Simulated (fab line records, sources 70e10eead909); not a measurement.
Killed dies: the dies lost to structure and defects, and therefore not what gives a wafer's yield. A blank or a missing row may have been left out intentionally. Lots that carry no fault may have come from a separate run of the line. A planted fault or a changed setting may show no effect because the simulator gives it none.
Matching of chambers / flow nand_harc / NHARC_THIN_TSV_ETCH_44 on rie_diel-04: 3 sister chambers
The step etches the open film in CF4/O2, target depth 1594.2 nm, time 797.1 s. 14 wafers are shown with their chamber, then 4 later ones without.

## WAFERS PAIRED WITH THEIR CHAMBERS
wafer=L955.1; chamber=1; showerhead_plenum_p_Torr (Torr)=1.71; oes_product_au (a.u.)=1.005; rf_vpp_V (V)=788
wafer=L955.3; chamber=2; showerhead_plenum_p_Torr (Torr)=1.73; oes_product_au (a.u.)=0.988; rf_vpp_V (V)=788
wafer=L955.6; chamber=2; showerhead_plenum_p_Torr (Torr)=1.73; oes_product_au (a.u.)=0.979; rf_vpp_V (V)=789
wafer=L958.3; chamber=1; showerhead_plenum_p_Torr (Torr)=1.71; oes_product_au (a.u.)=1.005; rf_vpp_V (V)=785
wafer=L958.4; chamber=2; showerhead_plenum_p_Torr (Torr)=1.73; oes_product_au (a.u.)=0.991; rf_vpp_V (V)=787
wafer=L958.6; chamber=2; showerhead_plenum_p_Torr (Torr)=1.73; oes_product_au (a.u.)=0.989; rf_vpp_V (V)=788
wafer=L956.1; chamber=2; showerhead_plenum_p_Torr (Torr)=1.73; oes_product_au (a.u.)=0.995; rf_vpp_V (V)=787
wafer=L956.4; chamber=0; showerhead_plenum_p_Torr (Torr)=1.71; oes_product_au (a.u.)=0.994; rf_vpp_V (V)=786
wafer=L956.5; chamber=1; showerhead_plenum_p_Torr (Torr)=1.71; oes_product_au (a.u.)=1.011; rf_vpp_V (V)=786
wafer=L959.2; chamber=0; showerhead_plenum_p_Torr (Torr)=1.71; oes_product_au (a.u.)=0.996; rf_vpp_V (V)=786
wafer=L959.3; chamber=2; showerhead_plenum_p_Torr (Torr)=1.73; oes_product_au (a.u.)=1.000; rf_vpp_V (V)=786
wafer=L959.5; chamber=2; showerhead_plenum_p_Torr (Torr)=1.73; oes_product_au (a.u.)=1.000; rf_vpp_V (V)=788
wafer=L960.1; chamber=1; showerhead_plenum_p_Torr (Torr)=1.70; oes_product_au (a.u.)=1.005; rf_vpp_V (V)=785
wafer=L960.3; chamber=0; showerhead_plenum_p_Torr (Torr)=1.71; oes_product_au (a.u.)=0.990; rf_vpp_V (V)=786

SIGNATURES (averages over the wafers above)
reading=showerhead_plenum_p_Torr; chamber 0=1.7100; chamber 1=1.7075; chamber 2=1.7300; scatter within a chamber=0.00261
reading=oes_product_au; chamber 0=0.99333; chamber 1=1.00650; chamber 2=0.99171; scatter within a chamber=0.00586
reading=rf_vpp_V; chamber 0=786.00; chamber 1=786.00; chamber 2=787.57; scatter within a chamber=1.03
Rule: for a wafer and a chamber, the distance is found by dividing, reading by reading, the gap between the wafer's reading and the chamber's mean by the reading's scatter, squaring, summing and taking the root. If the next closest chamber is less than 2 further off than the closest, the wafer can't be placed; otherwise it belongs to the closest. The scatter: take each reading less its chamber's mean, square it, sum over the shown wafers, divide by the number of wafers less the number of chambers, and take the root.

## WAFERS WHOSE CHAMBER IS MISSING
wafer=L974.3; showerhead_plenum_p_Torr (Torr)=1.70; oes_product_au (a.u.)=1.013; rf_vpp_V (V)=786
wafer=L974.6; showerhead_plenum_p_Torr (Torr)=1.72; oes_product_au (a.u.)=1.008; rf_vpp_V (V)=788
wafer=L973.4; showerhead_plenum_p_Torr (Torr)=1.70; oes_product_au (a.u.)=1.017; rf_vpp_V (V)=786
wafer=L973.5; showerhead_plenum_p_Torr (Torr)=1.72; oes_product_au (a.u.)=1.006; rf_vpp_V (V)=789

## CHAMBER TAKEN BY EACH
wafer=L974.3; from the rows above=1; in truth=1
wafer=L974.6; from the rows above=can't be placed: 2 or 0 or 1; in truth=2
wafer=L973.4; from the rows above=1; in truth=1
wafer=L973.5; from the rows above=can't be placed: 2 or 0 or 1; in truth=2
Placed correctly: 2 of 4. From these rows, 2 cannot be placed; in 2 the true chamber is one of the candidates. 0 placed wrongly.
